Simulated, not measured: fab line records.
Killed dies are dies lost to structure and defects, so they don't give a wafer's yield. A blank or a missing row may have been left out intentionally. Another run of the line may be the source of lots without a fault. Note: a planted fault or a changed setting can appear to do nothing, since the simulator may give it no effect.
Chamber matching	flow nand harc	4 sister chambers for NHARC_A_CHANNEL_FILL_D1_CMP_10 on cmp-02
The step polishes, target thk 150 nm. 4 wafers are shown with their chamber, then 8 later ones without.

== WAFERS PAIRED WITH THEIR CHAMBERS ==
wafer	chamber	motor current A (A)
L086.1	1	12.1
L086.4	2	11.1
L086.6	0	12.0
L088.4	3	15.1

== WAFERS MISSING THEIR CHAMBER ==
wafer	motor current A (A)
L088.5	15.4
L088.6	12.1
L091.1	10.7
L091.4	14.9
L091.5	12.3
L096.1	12.1
L096.2	11.6
L096.5	11.9

== EACH ONE'S CHAMBER ==
wafer	from the rows above	in truth
L088.5	3	3
L088.6	can't be placed: 1 or 0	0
L091.1	2	2
L091.4	3	3
L091.5	can't be placed: 1 or 0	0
L096.1	can't be placed: 1 or 0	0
L096.2	can't be placed: 0 or 1 or 2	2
L096.5	can't be placed: 0 or 1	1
3 of 8 placed correctly. Cannot be placed on the basis of these rows: 5; the candidates contain the true chamber in 5. 0 placed wrongly.
How it was worked out, from the rows above alone: a wafer's distance from a chamber is the root of the sum, over the readings, of the square of ((its reading less the chamber's mean) divided by the reading's scatter). The wafer belongs to the nearest chamber; if the next one is less than 2 further off, it can't be placed. The mean given for a chamber averages the wafers shown for that chamber. The scatter: with one shown wafer a chamber, the root of the mean of the squares of how far each hidden wafer lies from its nearest shown one.
